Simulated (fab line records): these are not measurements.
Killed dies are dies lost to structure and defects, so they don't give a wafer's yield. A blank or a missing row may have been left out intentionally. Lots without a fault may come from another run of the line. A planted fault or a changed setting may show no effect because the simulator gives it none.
Matching of chambers | flow n5_finfet | rie_diel-05 running N5_BEOL_M4_DESCUM_16: 4 sister chambers
The step chemistry O2, time 7 s. 18 wafers are shown with their chamber, then 9 later ones without.

## WAFERS, EACH WITH ITS CHAMBER
wafer  | chamber | drypump_motor_current_A (A) | showerhead_plenum_p_Torr (Torr) | oes_product_au (a.u.)
L076.1 | 0       | 5.7                         | 2.07                            | 0.71
L076.4 | 2       | 5.7                         | 2.18                            | 0.74
L076.6 | 0       | 5.7                         | 2.07                            | 0.71
L075.1 | 3       | 5.2                         | 2.05                            | 0.94
L075.3 | 0       | 5.7                         | 2.07                            | 0.71
L075.6 | 1       | 5.2                         | 2.08                            | 0.73
L082.1 | 3       | 5.2                         | 2.05                            | 0.92
L082.2 | 1       | 5.2                         | 2.08                            | 0.73
L082.5 | 0       | 5.7                         | 2.07                            | 0.72
L083.2 | 3       | 5.2                         | 2.04                            | 0.91
L083.3 | 2       | 5.6                         | 2.17                            | 0.74
L083.4 | 1       | 5.2                         | 2.07                            | 0.71
L088.2 | 2       | 5.7                         | 2.17                            | 0.74
L088.3 | 1       | 5.2                         | 2.07                            | 0.71
L088.5 | 1       | 5.2                         | 2.07                            | 0.71
L087.1 | 2       | 5.6                         | 2.17                            | 0.73
L087.5 | 1       | 5.2                         | 2.07                            | 0.71
L087.6 | 2       | 5.7                         | 2.17                            | 0.74

SIGNATURES (averages over the wafers above)
reading                  | chamber 0 | chamber 1 | chamber 2 | chamber 3 | scatter within a chamber
drypump_motor_current_A  | 5.700     | 5.200     | 5.660     | 5.200     | 0.0293
showerhead_plenum_p_Torr | 2.0700    | 2.0733    | 2.1720    | 2.0467    | 0.00447
oes_product_au           | 0.7125    | 0.7167    | 0.7380    | 0.9233    | 0.00908
Rule: a wafer's distance from a chamber is the root of the sum, over the readings, of the square of ((its reading less the chamber's mean) divided by the reading's scatter). If the next closest chamber is less than 2 further off than the closest, the wafer can't be placed; otherwise it belongs to the closest. The scatter: the root of (the sum of the squares of (reading less its chamber's mean) over the shown wafers, divided by (wafers less chambers)).

## WAFERS MISSING THEIR CHAMBER
wafer  | drypump_motor_current_A (A) | showerhead_plenum_p_Torr (Torr) | oes_product_au (a.u.)
L089.2 | 5.7                         | 2.06                            | 0.69
L089.5 | 5.7                         | 2.06                            | 0.69
L089.6 | 5.2                         | 2.07                            | 0.70
L091.1 | 5.7                         | 2.06                            | 0.69
L091.2 | 5.2                         | 2.07                            | 0.70
L091.6 | 5.2                         | 2.07                            | 0.71
L095.1 | 5.2                         | 2.07                            | 0.70
L095.2 | 5.7                         | 2.16                            | 0.73
L095.6 | 5.7                         | 2.06                            | 0.68

## CHAMBER TAKEN BY EACH
wafer  | from the rows above | in truth
L089.2 | 0                   | 0
L089.5 | 0                   | 0
L089.6 | 1                   | 1
L091.1 | 0                   | 0
L091.2 | 1                   | 1
L091.6 | 1                   | 1
L095.1 | 1                   | 1
L095.2 | 2                   | 2
L095.6 | 0                   | 0
Correctly placed: 9 of 9. Left unplaced by these rows: 0. Wrongly placed: 0.
